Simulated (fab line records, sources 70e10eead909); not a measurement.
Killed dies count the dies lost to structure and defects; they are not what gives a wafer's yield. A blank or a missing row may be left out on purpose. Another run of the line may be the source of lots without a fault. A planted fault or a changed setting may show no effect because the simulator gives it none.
Check for tools in common	flow nandHarc	1 lot, 3 wafers sampled

== THE REASON FOR OPENING IT ==
At NHARC_END_SORT_01 the reading killedAtPeriphery is flagged on 1 of 1 lot. No-fault wafers: 3.1, standard deviation 2.1.
Rule: a lot is flagged in two cases, either no wafer of it has a number, or all its wafers with numbers fall more than 4 standard deviations from that mean. The other lots count as sound.

lot	measured	on	killedAtPeriphery, wafer by wafer	flag
L359	day 20 10:45	prober-02	662 651 655	FLAGGED
Flagged lots average 656.0: +652.9 relative to the usual, that is +99 or more standard deviations.

== WHICH TOOL RAN EACH LOT ==
The record holds 4 process steps before the reading, out of a route of 1159 steps. Read each cell as the tool, then ch plus the chambers that the sampled wafers visited, then the start.
lot	flag	NHARC_P_ZERO_WELL_EXPOSE_21	NHARC_P_GATE_ETCH_114	NHARC_P_GATE_DESCUM_61	NHARC_P_GATE_RTA_82
L359	FLAGGED	krfScanner-01 ch 0, day 2 20:28	no row	no row	no row
What these steps do:
- NHARC_P_ZERO_WELL_EXPOSE_21: exposes mask P NWELL, target cd 720 nm.
- NHARC_P_GATE_ETCH_114: etches the open film in CF4/O2, target depth 30 nm, overetch 3 nm, time 16.5 s.
- NHARC_P_GATE_DESCUM_61: chemistry O2, time 3 s.
- NHARC_P_GATE_RTA_82: time 30 s.
- NHARC_END_SORT_01

== FLAGGED OVER TOTAL, TOOL BY TOOL (the gauges that took the reading come last) ==
step	tool	lots run	flagged	share of the flagged lots	sound lots run after its first flagged lot
NHARC_P_ZERO_WELL_EXPOSE_21	krfScanner-01	1	1	all	0
NHARC_END_SORT_01	prober-02	1	1	all	0

== WHAT THE TABLE ALLOWS ==
2 rows of the table ran every flagged lot: krfScanner-01 at NHARC_P_ZERO_WELL_EXPOSE_21, prober-02 at NHARC_END_SORT_01.
- krfScanner-01 at NHARC_P_ZERO_WELL_EXPOSE_21: 1 of its 1 lot flagged. No sound lot ran on it before its first flagged lot in this sample; the start therefore can't be narrowed down.
- prober-02 at NHARC_END_SORT_01: 1 of its 1 lot flagged. No sound lot ran on it before its first flagged lot in this sample; the start therefore can't be narrowed down.
These 2 tools cannot be told apart by counting lots, since each of them fits a fault that started at some hour. More lots, or a look at what each step does to the wafer, might.

== WHAT HAD BEEN PUT IN BY THE SIMULATOR ==
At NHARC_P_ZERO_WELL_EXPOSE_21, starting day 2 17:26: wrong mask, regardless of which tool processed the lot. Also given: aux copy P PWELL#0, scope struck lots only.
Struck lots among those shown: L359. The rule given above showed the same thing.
